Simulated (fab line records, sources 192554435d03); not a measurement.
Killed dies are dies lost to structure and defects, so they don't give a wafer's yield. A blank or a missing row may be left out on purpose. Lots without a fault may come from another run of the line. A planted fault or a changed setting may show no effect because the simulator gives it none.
A struck lot beside a sound one | flow n5_finfet | 37 steps out of a route of 1938
Sound: wafers L241.2, L241.3, L241.4. Struck: wafer L253.6. (L253.2, L253.5 of the same lot were not struck and are left out.) The cause comes at the end.
At each step with rows: each side's tool, then ch and its chambers, then its first start. Under that, the readings that differ: sound wafers | struck wafers | difference of the means | sigmas: that difference in standard deviations of wafers without a fault.
alike: readings whose means differ by less than 2 such deviations, and words and numbers that are the same on both sides. not compared: withheld readings, readings that some wafer has no value for, bounds like >300 that may hide the same value, and numbers for which the record gives no deviation and whose values overlap.
The two part at a step that has a row with sigmas, a row that says differs or no value, or rows on one side only. Numbers that don't overlap but have no deviation are shown without sigmas and don't part them. A reading that every wafer of one side lacks parts them only if that side has two wafers or more.

first, 5 steps without rows for these wafers: N5_BEOL_M15_STRIP_62 (strips in O2); N5_BEOL_M15_STRIP_37 (strips in O2); N5_BEOL_M15_ETCH_38 (etches SiCN in CF4/N2, target depth 106.4 nm, time 120.5 s); N5_BEOL_M15_PRECLEAN_39 (cleans in residue remover, time 60 s); N5_BEOL_M15_SRD_40 (time 30 s, dry time 30 s).
N5_BEOL_M15_DEGAS_41: time 60 s.
  sound on pvd_sputter-03, day 11 07:36; struck on pvd_sputter-01, day 14 20:58
  alike: heater_power_w
N5_BEOL_M15_PRE_CLEAN_42: time 30 s.
  sound on pvd_sputter-03, day 11 07:38; struck on pvd_sputter-01, day 14 21:01
  alike: heater_power_w
then, 5 steps without rows for these wafers: N5_BEOL_M15_SPUTTER_43 (material TaN, target thk 15 nm, time 24.19 s); N5_BEOL_M15_SPUTTER_44 (material Ta, target thk 15 nm, time 24.19 s); N5_BEOL_M15_SPUTTER_45 (material Cu, target thk 100 nm, time 16.67 s); N5_BEOL_M15_ECD_47 (material Cu, target thk 1860 nm); N5_BEOL_M15_ANNEAL_48 (time 90 s).
N5_BEOL_M15_CMP_49: polishes, stops on SiO2, t overpolish 4.9 s, target thk 850 nm.
  sound on cmp-01 ch 0,2,3, day 11 08:30; struck on cmp-04 ch 2, day 14 22:00
  reading                      | sound             | struck | difference | sigmas
  retaining_ring_pressure_frac | 0.994 0.999 0.996 | 1.009  | +0.013     | +2
  alike: barrier_field_endpoint_s, clearing_platen_rpm, motor_current_A, overpolish_run_s
then, 2 steps without rows for these wafers: N5_BEOL_M15_PRE_CLEAN_52 (time 15 s); N5_BEOL_M15_DEP_53 (deposits SiCN from 3MS/NH3, target thk 50 nm, time 17.8 s).
N5_BEOL_M15_INSPECT_55: inspects for defects (darkfield).
  sound on defect_inspect-01, day 11 08:57; struck on defect_inspect-02, day 14 22:20
  reading          | sound    | struck | difference | sigmas
  raw_defect_count | 81 45 60 | 813    | +751       | +34
then, 1 step without rows for these wafers: N5_PASSIVATION_PECVD_00 (deposits SiO2 from SiH4/N2O, target thk 200 nm, time 11.2 s).
N5_MIM_BOT_DEGAS_01: time 60 s.
  sound on pvd_sputter-03, day 11 14:11; struck on pvd_sputter-02, day 14 23:54
  reading            | sound       | struck | difference | sigmas
  heater_power_w (W) | 439 444 444 | 393    | -49        | -2
N5_MIM_BOT_SPUTTER_00: material TiN, target thk 35 nm, time 89.7 s.
  sound on pvd_sputter-03, day 11 14:14; struck on pvd_sputter-02, day 14 23:56
  alike: throttle_valve_pct
then, 4 steps without rows for these wafers: N5_MIM_TOP_ALD_00 (deposits Al2O3, purge time 3 s, co reactant pulse time 3 s); N5_MIM_TOP_ALD_01 (deposits HfO2, target thk 5.6 nm, pulse time 1 s, purge time 3 s); N5_MIM_TOP_ALD_02 (deposits Al2O3, purge time 3 s, co reactant pulse time 3 s); N5_MIM_TOP_DEGAS_04 (time 60 s).
N5_MIM_TOP_SPUTTER_03: material TiN, target thk 35 nm, time 89.7 s.
  sound on pvd_sputter-02, day 11 15:08; struck on pvd_sputter-01, day 15 00:37
  alike: throttle_valve_pct
then, 8 steps without rows for these wafers: N5_MIM_TOP_LITHO_HMDS_01 (time 60 s); N5_MIM_TOP_LITHO_COAT_02; N5_MIM_TOP_LITHO_EBR_04; N5_MIM_TOP_LITHO_SOFTBAKE_03 (time 90 s); N5_MIM_TOP_LITHO_EXPOSE_05 (exposes mask MIM TOP, target cd 2000 nm); N5_MIM_TOP_LITHO_PEB_06; N5_MIM_TOP_LITHO_DEVELOP_07 (develop time 60 s); N5_MIM_TOP_LITHO_HARDBAKE_09 (time 120 s).
N5_MIM_TOP_LITHO_CD_MEAS_08: target cd 2000 nm.
  sound on cd_sem-01 ch 0, day 11 15:32; struck on cd_sem-02 ch 0, day 15 01:00
  alike: cd_nm
N5_MIM_TOP_LITHO_OVL_MEAS_11:
  sound on overlay-01 ch 0, day 11 15:34; struck on overlay-01 ch 0, day 15 01:02
  reading          | sound      | struck | difference | sigmas
  MIM_TOP_OVL (nm) | -12 -16 -9 | 8      | +20        | +4
N5_MIM_TOP_LITHO_INSPECT_12: inspects for defects (macro).
  sound on defect_inspect-02, day 11 15:35; struck on defect_inspect-01, day 15 01:04
  reading          | sound | struck | difference | sigmas
  raw_defect_count | 2 1 2 | >300   | differs    |
then, 1 step without rows for these wafers: N5_MIM_TOP_LITHO_DESCUM_10 (chemistry O2, time 7.9 s).
N5_PASSIVATION_PROBE_49:
  the record has rows for the struck wafers here (prober-02, day 15 12:10) and none for the sound ones

WHERE THEY PART
First at N5_BEOL_M15_CMP_49; last, within this record, at N5_PASSIVATION_PROBE_49.

WHY: what the simulator had put in
Chamber particle source: cmp-04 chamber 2, from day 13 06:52 on, at N5_BEOL_M15_CMP_49. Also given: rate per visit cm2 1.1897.
